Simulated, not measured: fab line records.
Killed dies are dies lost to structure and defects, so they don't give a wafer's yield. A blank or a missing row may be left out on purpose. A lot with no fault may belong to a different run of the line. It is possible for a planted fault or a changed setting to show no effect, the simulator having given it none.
Matching of chambers :: flow n5Finfet :: aldSin-04 running N5_MOL_CONTACT_COAG_ALD_27: 4 sister chambers
The step deposits SiOC, target thk 17 nm, pulse time 1.5 s, time 2720 s. 4 wafers are shown with their chamber, then 7 later ones without.

EACH WAFER AND ITS CHAMBER
wafer: L082.2
chamber: 1
heaterPowerW (W): 697

wafer: L087.3
chamber: 0
heaterPowerW (W): 913

wafer: L091.1
chamber: 2
heaterPowerW (W): 864

wafer: L091.3
chamber: 3
heaterPowerW (W): 751

WAFERS WHOSE CHAMBER IS MISSING
wafer: L091.4
heaterPowerW (W): 691

wafer: L095.1
heaterPowerW (W): 703

wafer: L095.2
heaterPowerW (W): 918

wafer: L095.4
heaterPowerW (W): 735

wafer: L097.2
heaterPowerW (W): 774

wafer: L097.3
heaterPowerW (W): 895

wafer: L097.6
heaterPowerW (W): 911

CHAMBER TAKEN BY EACH
wafer: L091.4
from the rows above: 1
in truth: 1

wafer: L095.1
from the rows above: 1
in truth: 1

wafer: L095.2
from the rows above: 0
in truth: 0

wafer: L095.4
from the rows above: can't be placed: 3 or 1
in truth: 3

wafer: L097.2
from the rows above: 3
in truth: 3

wafer: L097.3
from the rows above: can't be placed: 0 or 2
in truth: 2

wafer: L097.6
from the rows above: 0
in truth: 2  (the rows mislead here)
4 of 7 placed correctly. These rows do not allow placing 2 (true chamber among the candidates in 2). Number placed wrongly: 1.
How it was worked out, from the rows above alone: a wafer's distance from a chamber is the root of the sum, over the readings, of the square of ((its reading less the chamber's mean) divided by the reading's scatter). The wafer belongs to the nearest chamber; if the next one is less than 2 further off, it can't be placed. The mean given for a chamber averages the wafers shown for that chamber. The scatter: with one shown wafer a chamber, the root of the mean of the squares of how far each hidden wafer lies from its nearest shown one.
